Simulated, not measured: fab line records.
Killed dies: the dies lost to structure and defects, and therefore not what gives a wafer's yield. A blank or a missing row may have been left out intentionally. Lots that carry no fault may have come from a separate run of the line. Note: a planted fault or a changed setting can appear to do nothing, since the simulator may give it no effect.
Which tool is to blame?	flow n5Finfet	72 wafers from 24 lots sampled at 3 of the route's 1938 steps

WHAT EACH GAUGE READ, for each wafer
N5_BEOL_M10_THK_MEAS_53: measures by xrf.
lot	measured	on	M10_THK (nm)
L075	day 11 01:11	filmMetro-02	143 143 143
L074	day 11 01:28	filmMetro-02	135 141 138
L076	day 11 09:18	filmMetro-01	143 136 134
L079	day 11 15:10	filmMetro-01	137 133 137
L077	day 12 08:26	filmMetro-01	146 142 144
L078	day 12 10:57	filmMetro-01	138 135 134
L081	day 12 21:19	filmMetro-01	140 141 144
L080	day 12 23:45	filmMetro-01	136 132 138
L082	day 13 05:25	filmMetro-01	139 142 141
L083	day 13 05:55	filmMetro-02	130 134 138
L084	day 13 09:09	filmMetro-02	144 138 141
L085	day 13 13:03	filmMetro-01	136 131 136
L086	day 14 05:40	filmMetro-02	139 144 140
L087	day 14 14:11	filmMetro-02	137 137 137
L090	day 14 19:10	filmMetro-02	139 142 146
L088	day 14 19:31	filmMetro-01	137 139 136
L089	day 14 20:31	filmMetro-02	141 143 143
L092	day 15 01:07	filmMetro-01	141 139 138
L091	day 15 09:03	filmMetro-02	142 141 139
L093	day 15 17:05	filmMetro-01	137 141 138
L095	day 15 23:55	filmMetro-01	135 134 136
L094	day 16 00:48	filmMetro-01	138 137 134
L096	day 17 02:50	filmMetro-02	142 137 138
L097	day 18 11:44	filmMetro-02	137 140 140

N5_BEOL_M11_CD_MEAS_11 targets a cd of 64.1 nm.
lot	measured	on	cdNm (nm)
L075	day 11 03:34	cdSem-02	63.7 63.2 64.0
L074	day 11 03:44	cdSem-03	63.7 63.9 63.7
L076	day 11 13:30	cdSem-03	64.3 64.1 64.0
L079	day 11 18:27	cdSem-03	63.5 63.8 63.8
L077	day 12 10:01	cdSem-02	64.4 64.9 64.5
L078	day 12 12:47	cdSem-02	63.8 64.2 63.3
L081	day 12 22:56	cdSem-03	64.5 64.4 64.0
L080	day 13 03:07	cdSem-03	63.1 64.1 63.0
L082	day 13 07:45	cdSem-03	64.4 63.6 63.7
L083	day 13 07:55	cdSem-03	64.4 64.2 63.7
L084	day 13 12:17	cdSem-03	64.1 64.0 64.1
L085	day 13 15:06	cdSem-01	63.6 62.9 64.2
L086	day 14 08:43	cdSem-01	65.0 64.3 64.5
L087	day 14 15:32	cdSem-02	63.1 63.5 63.4
L090	day 14 20:37	cdSem-03	63.1 64.1 64.3
L088	day 14 21:58	cdSem-03	63.7 63.6 64.2
L089	day 14 22:33	cdSem-01	64.2 64.0 64.3
L092	day 15 02:41	cdSem-02	64.9 63.2 63.2
L091	day 15 10:58	cdSem-01	63.8 64.3 64.3
L093	day 15 18:55	cdSem-03	63.4 63.2 64.3
L095	day 16 02:50	cdSem-01	63.3 63.8 63.5
L094	day 16 03:26	cdSem-03	62.8 63.2 63.6
L096	day 17 05:20	cdSem-02	64.2 64.2 65.1
L097	day 18 14:25	cdSem-02	64.6 63.8 63.6

N5_BEOL_M11_OCD_MEAS_38.
lot	measured	on	trenchDepthNm (nm)
L075	day 11 07:51	ocd-02	151.1 147.5 151.0
L074	day 11 06:46	ocd-01	148.5 147.1 149.1
L076	day 11 15:24	ocd-02	144.7 148.4 143.9
L079	day 11 21:29	ocd-02	151.4 145.3 146.8
L077	day 12 11:34	ocd-01	145.9 146.4 151.3
L078	day 12 18:02	ocd-01	151.7 144.0 151.7
L081	day 13 01:58	ocd-01	147.6 145.4 147.4
L080	day 13 07:03	ocd-01	149.6 150.2 152.6
L082	day 13 09:25	ocd-02	149.1 148.8 150.4
L083	day 13 11:49	ocd-01	150.1 147.3 151.3
L084	day 13 14:20	ocd-02	147.1 146.6 145.1
L085	day 13 16:49	ocd-01	148.8 149.0 145.2
L086	day 14 10:44	ocd-01	143.9 150.1 145.6
L087	day 14 18:42	ocd-02	147.5 149.3 151.7
L090	day 14 22:08	ocd-01	147.6 150.6 146.0
L088	day 15 02:26	ocd-02	149.8 147.6 148.9
L089	day 15 02:37	ocd-02	147.7 148.5 148.1
L092	day 15 09:23	ocd-01	145.8 146.2 150.0
L091	day 15 15:01	ocd-02	148.1 149.5 147.0
L093	day 15 21:40	ocd-01	148.0 153.1 145.4
L095	day 16 05:35	ocd-01	151.8 149.3 143.2
L094	day 16 05:46	ocd-01	150.0 149.7 150.0
L096	day 17 07:41	ocd-02	151.1 143.9 146.5
L097	day 18 18:13	ocd-02	146.4 145.8 148.2

EACH LOT AND THE TOOL THAT RAN IT (in order: tool; ch and the chambers of the sampled wafers; start)
The record shows no process step preceding these readings.

WHAT THE TOOLS THEMSELVES READ (means of the sampled wafers that have a number; where no wafer has one, the mark that the record gives instead)
The record holds no such reading with a usual standard deviation.

THE ANSWER, worked out from the rows above alone
Rule: the lots themselves supply what counts as usual. Put in order of their means at a reading, lots are off if they are a third of the lots or fewer, leave a main group of 4 or more, and stand apart from it by a gap of 3 or more times the standard deviation of the main group's means; of several such gaps the widest counts. A main group is skipped when, at the precision printed for the reading in the tables above, its means are all equal. Also off: a lot with no number at a reading for which 4 or more lots have one. The other lots that the step has rows for count as sound. After the gauges, taken in route order, come the tools' own readings; for these a lot's mean is taken, as printed above. The first step at which some lot is off is used, and at that step the reading that is off furthest; a lot without a number counts as furthest.
No lot is off on any of the readings shown, so nothing can be concluded from this.

WHAT THE SIMULATOR PUT IN
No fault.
